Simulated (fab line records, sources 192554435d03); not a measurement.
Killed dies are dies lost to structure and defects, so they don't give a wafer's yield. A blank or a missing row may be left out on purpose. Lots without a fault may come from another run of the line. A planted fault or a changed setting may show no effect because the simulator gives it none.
A struck lot beside a sound one | flow n5_finfet | 37 steps out of a route of 1938
Sound: wafers L119.1, L119.3, L119.4. Struck: wafers L129.2, L129.3, L129.6. The cause comes at the end.
At each step with rows: each side's tool, then ch and its chambers, then its first start. Under that, the readings that differ: sound wafers | struck wafers | difference of the means | sigmas: that difference in standard deviations of wafers without a fault.
alike: readings whose means differ by less than 2 such deviations, and words and numbers that are the same on both sides. not compared: withheld readings, readings that some wafer has no value for, bounds like >300 that may hide the same value, and numbers for which the record gives no deviation and whose values overlap.
The two part at a step that has a row with sigmas, a row that says differs or no value, or rows on one side only. Numbers that don't overlap but have no deviation are shown without sigmas and don't part them. A reading that every wafer of one side lacks parts them only if that side has two wafers or more.

first, 9 steps without rows for these wafers: N5_BEOL_M12_PRE_CLEAN_42 (time 30 s); N5_BEOL_M12_SPUTTER_43 (material TaN, target thk 15 nm, time 24.19 s); N5_BEOL_M12_SPUTTER_44 (material Ta, target thk 10 nm, time 16.13 s); N5_BEOL_M12_SPUTTER_45 (material Cu, target thk 80 nm, time 13.33 s); N5_BEOL_M12_ECD_47 (material Cu, target thk 720 nm); N5_BEOL_M12_ANNEAL_48 (time 90 s); N5_BEOL_M12_CMP_49 (polishes, stops on SiOC, t overpolish 20.6 s, target thk 320 nm); N5_BEOL_M12_PRE_CLEAN_52 (time 15 s); N5_BEOL_M12_DEP_53 (deposits SiCN from 3MS/NH3, target thk 30 nm, time 10.5 s).
N5_BEOL_M13_ILD_DEP_00: deposits SiOC from DEMS/O2, target thk 837.92 nm, time 166.4 s.
  sound on pecvd-04 ch 0,1,2, day 12 09:40; struck on pecvd-04 ch 1,2, day 15 14:29
  reading                                       | sound             | struck          | difference | sigmas
  model.SiOC_of_BEOL_M13_ILD_DEP_00.thk_nm (nm) | 815.8 831.2 836.2 | 567.4 568 577.6 | -256.7     |
  alike: heater_power_w, showerhead_plenum_p_Torr, throttle_valve_pct
N5_BEOL_M13_THK_MEAS_01:
  sound on film_metro-01, day 12 09:49; struck on film_metro-01, day 15 14:38
  reading          | sound       | struck      | difference | sigmas
  M13_ILD_THK (nm) | 816 832 836 | 567 568 578 | -257       | -26
then, 10 steps without rows for these wafers: N5_BEOL_M13_COAT_58 (time 60 s, resist thk 89 nm); N5_BEOL_M13_COAT_04 (resist thk 400 nm); N5_BEOL_M13_EBR_06; N5_BEOL_M13_SOFTBAKE_05 (time 60 s); N5_BEOL_M13_EXPOSE_07 (exposes mask V12); N5_BEOL_M13_PEB_08 (peb time 90 s); N5_BEOL_M13_DEVELOP_09 (develop time 45 s); N5_BEOL_M13_HARDBAKE_14 (time 120 s); N5_BEOL_M13_DESCUM_15 (chemistry O2, time 7.9 s); N5_BEOL_M13_ETCH_59 (etches BARC in N2/H2, target depth 89 nm, overetch 26.7 nm, time 67.9 s).
N5_BEOL_M13_VIA_ETCH_16: etches SiOC in C4F8/O2/Ar, target depth 921.7 nm.
  sound on rie_diel-06 ch 0,1,3, day 12 10:29; struck on rie_diel-06 ch 1,2,3, day 15 15:14
  reading                                    | sound             | struck          | difference | sigmas
  model.etch.depth_nm (nm)                   | 815.8 831.2 836.3 | 567.4 568 577.6 | -256.8     |
  model.coat_of_BEOL_M13_COAT_04.thk_nm (nm) | 77.2 79 73.4      | 152.2 154.4 144 | +73.7      |
  alike: drypump_motor_current_A, oes_product_au, rf_vpp_V, showerhead_plenum_p_Torr, throttle_valve_pct
N5_BEOL_M13_STRIP_63: strips in N2/H2.
  sound on plasma_asher-02 ch 0,1, day 12 10:44; struck on plasma_asher-01 ch 0,1, day 15 15:28
  reading                      | sound             | struck            | difference | sigmas
  oes_product_au (a.u.)        | 0.676 0.673 0.677 | 0.697 0.703 0.697 | +0.024     | +5
  strip_time_to_endpoint_s (s) | 29.8 30.3 28.6    | 50.2 50.8 48.1    | +20.1      | +18
  alike: drypump_motor_current_A, heater_power_w
  not compared: rf_hours_counter_h
then, 12 steps without rows for these wafers: N5_BEOL_M13_STRIP_64 (strips in N2/H2); N5_BEOL_M13_STRIP_71 (strips in post etch residue remover, time 60 s); N5_BEOL_M13_SRD_72 (time 30 s, dry time 30 s); N5_BEOL_M13_COAT_65 (time 60 s, resist thk 350 nm); N5_BEOL_M13_COAT_66 (time 60 s, resist thk 110 nm); N5_BEOL_M13_COAT_22 (resist thk 300 nm); N5_BEOL_M13_EBR_24; N5_BEOL_M13_SOFTBAKE_23 (time 60 s); N5_BEOL_M13_EXPOSE_25 (exposes mask M13, target cd 210 nm); N5_BEOL_M13_PEB_26 (peb time 90 s); N5_BEOL_M13_DEVELOP_27 (develop time 45 s); N5_BEOL_M13_HARDBAKE_32 (time 120 s).
N5_BEOL_M13_CMP_49: polishes, stops on SiOC, t overpolish 17.1 s, target thk 420 nm.
  sound on cmp-01 ch 1,2,3, day 12 17:35; struck on cmp-01 ch 0,1,2, day 15 17:59
  reading                                       | sound             | struck            | difference | sigmas
  model.SiOC_of_BEOL_M13_ILD_DEP_00.thk_nm (nm) | 757.4 773.2 777.4 | 510.8 509.6 519.8 | -255.9     |
  alike: motor_current_A, slurry_flow_ml_min
then, 1 step without rows for these wafers: N5_PASSIVATION_PROBE_49.

WHERE THEY PART
First at N5_BEOL_M13_THK_MEAS_01; last, within this record, at N5_BEOL_M13_STRIP_63. Later steps at which nothing parts them and some readings are alike: N5_BEOL_M13_CMP_49.

WHY: what the simulator had put in
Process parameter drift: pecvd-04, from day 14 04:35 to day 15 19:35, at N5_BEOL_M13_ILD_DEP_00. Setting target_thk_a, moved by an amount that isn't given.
